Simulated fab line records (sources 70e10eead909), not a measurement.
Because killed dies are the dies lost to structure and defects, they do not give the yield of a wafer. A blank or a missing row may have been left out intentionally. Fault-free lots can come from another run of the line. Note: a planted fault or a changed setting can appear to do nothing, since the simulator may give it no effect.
Matching of chambers + flow nand harc + NHARC_THIN_TSV_CMP_21 on cmp-03 has 4 sister chambers
The step polishes, t overpolish 30 s, target thk 2000 nm. 14 wafers are shown with their chamber, then 7 later ones without.

WAFERS, EACH WITH ITS CHAMBER
| wafer  | chamber | motor current A (A) | overpolish run s (s) | slurry filter dp kPa (kPa) |
|--------|---------|---------------------|----------------------|----------------------------|
| L134.3 | 2       | 12.1                | 29.996               | 13.78                      |
| L134.4 | 1       | 12.4                | 30.000               | 13.65                      |
| L134.5 | 3       | 11.0                | 30.011               | 13.49                      |
| L138.1 | 2       | 12.5                | 30.023               | 13.58                      |
| L138.2 | 0       | 13.2                | 29.987               | 13.64                      |
| L138.3 | 3       | 10.9                | 29.998               | 13.49                      |
| L149.1 | 1       | 12.3                | 29.991               | 13.43                      |
| L149.5 | 2       | 12.1                | 29.994               | 13.39                      |
| L149.6 | 3       | 11.3                | 30.005               | 13.60                      |
| L148.2 | 2       | 12.4                | 29.998               | 13.46                      |
| L148.4 | 0       | 13.5                | 30.003               | 13.61                      |
| L148.5 | 2       | 12.0                | 29.990               | 13.56                      |
| L151.1 | 0       | 12.8                | 30.020               | 13.50                      |
| L151.2 | 3       | 11.1                | 30.004               | 13.74                      |

SIGNATURES (averages over the wafers above)
| reading              | chamber 0 | chamber 1 | chamber 2 | chamber 3 | scatter within a chamber |
|----------------------|-----------|-----------|-----------|-----------|--------------------------|
| motor current A      | 13.167    | 12.350    | 12.220    | 11.075    | 0.23                     |
| overpolish run s     | 30.00333  | 29.99550  | 30.00020  | 30.00450  | 0.0116                   |
| slurry filter dp kPa | 13.5833   | 13.5400   | 13.5540   | 13.5800   | 0.128                    |
Rule: for each reading, subtract the chamber's mean from the wafer's reading, divide by that reading's scatter and square the result; add these up over the readings and take the root, which gives the wafer's distance from the chamber. The wafer belongs to the nearest chamber; if the next one is less than 2 further off, it can't be placed. The scatter: the root of (the sum of the squares of (reading less its chamber's mean) over the shown wafers, divided by (wafers less chambers)).

WAFERS WHOSE CHAMBER IS MISSING
| wafer  | motor current A (A) | overpolish run s (s) | slurry filter dp kPa (kPa) |
|--------|---------------------|----------------------|----------------------------|
| L151.5 | 10.3                | 30.011               | 13.47                      |
| L154.1 | 14.5                | 29.998               | 13.36                      |
| L154.3 | 10.4                | 29.999               | 13.52                      |
| L154.6 | 13.6                | 30.002               | 13.42                      |
| L153.3 | 10.6                | 30.000               | 13.49                      |
| L153.5 | 10.3                | 29.988               | 13.39                      |
| L153.6 | 12.9                | 30.025               | 13.44                      |

THE CHAMBER EACH PASSED THROUGH
| wafer  | from the rows above          | in truth |
|--------|------------------------------|----------|
| L151.5 | 3                            | 3        |
| L154.1 | 0                            | 0        |
| L154.3 | 3                            | 3        |
| L154.6 | 0                            | 0        |
| L153.3 | 3                            | 3        |
| L153.5 | 3                            | 3        |
| L153.6 | can't be placed: 0 or 1 or 2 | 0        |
6 of 7 placed correctly. Not placeable from these rows: 1 (in 1, the candidates include the true chamber). Placed wrongly: 0.
